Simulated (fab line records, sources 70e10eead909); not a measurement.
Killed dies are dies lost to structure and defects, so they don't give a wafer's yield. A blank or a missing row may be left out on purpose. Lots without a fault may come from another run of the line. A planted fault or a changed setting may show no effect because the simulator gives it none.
Which tool did it? | flow nand_harc | 12 lots, 36 wafers sampled, at 3 steps of a route of 1159

WHAT THE GAUGES READ, wafer by wafer
NHARC_A_CONTACT_INSPECT_23.
lot  | measured     | on                | raw_defect_count
L079 | day 17 20:31 | defect_inspect-01 | 448 446 527
L075 | day 18 02:29 | defect_inspect-02 | 341 353 445
L077 | day 18 04:51 | defect_inspect-02 | 469 564 771
L083 | day 19 01:25 | defect_inspect-02 | 393 421 862
L084 | day 19 13:31 | defect_inspect-02 | 300 394 395
L085 | day 20 01:45 | defect_inspect-01 | 504 417 394
L087 | day 20 18:53 | defect_inspect-01 | 318 388 409
L088 | day 21 08:26 | defect_inspect-02 | 373 440 356
L091 | day 21 14:15 | defect_inspect-01 | 382 338 296
L094 | day 22 01:57 | defect_inspect-02 | 413 672 606
L097 | day 22 12:41 | defect_inspect-02 | 301 403 350
L096 | day 22 21:19 | defect_inspect-02 | 600 360 291

WHICH TOOL RAN EACH LOT (tool, then ch and the chambers of the sampled wafers, then the start)
lot  | NHARC_A_CONTACT_ETCH_135             | NHARC_A_CONTACT_CVD_19
L079 | har_cap_etch-02 ch 0,1, day 17 15:49 | cvd_w-02 ch 0,1, day 17 20:31 or earlier
L075 | har_cap_etch-02 ch 0,1, day 17 19:14 | cvd_w-01 ch 0,1, day 18 02:29 or earlier
L077 | har_cap_etch-02 ch 0,1, day 17 20:53 | cvd_w-01 ch 0,1, day 18 04:51 or earlier
L083 | har_cap_etch-02 ch 0,1, day 18 21:42 | cvd_w-01 ch 0,1, day 19 01:25 or earlier
L084 | har_cap_etch-03 ch 0,1, day 19 07:38 | cvd_w-01 ch 0,1, day 19 13:31 or earlier
L085 | har_cap_etch-01 ch 0,1, day 19 17:16 | cvd_w-02 ch 0,1, day 20 01:45 or earlier
L087 | har_cap_etch-03 ch 1, day 20 11:53   | cvd_w-01 ch 0,1, day 20 18:53 or earlier
L088 | har_cap_etch-03 ch 0,1, day 20 22:03 | cvd_w-02 ch 0,1, day 21 08:26 or earlier
L091 | har_cap_etch-02 ch 0,1, day 21 08:44 | cvd_w-02 ch 0,1, day 21 14:15 or earlier
L094 | har_cap_etch-02 ch 0,1, day 21 19:59 | cvd_w-01 ch 0,1, day 22 01:57 or earlier
L097 | har_cap_etch-01 ch 0,1, day 22 08:40 | cvd_w-02 ch 0,1, day 22 12:41 or earlier
L096 | har_cap_etch-03 ch 0,1, day 22 14:19 | cvd_w-01 ch 0,1, day 22 21:19 or earlier
- NHARC_A_CONTACT_ETCH_135: etches the open film in C4F8/O2/Ar, time 132 s, target depth 1287 nm.
- NHARC_A_CONTACT_CVD_19: deposits W, target thk 300 nm, time 802 s.

THE ANSWER, worked out from the rows above alone
Rule: what is usual is taken from the lots themselves. Put in order of their means at a reading, lots are off if they are a third of the lots or fewer, leave a main group of 4 or more, and stand apart from it by a gap of 3 or more times the standard deviation of the main group's means; of several such gaps the widest counts. A main group whose means are all the same, to the digits that the tables above print for the reading, isn't used. A lot without any number at a reading at which 4 lots or more have one is off too. The other lots that the step has rows for count as sound.
No lot is off at any reading shown: from this, nothing can be told.

WHAT THE SIMULATOR HAD PUT IN
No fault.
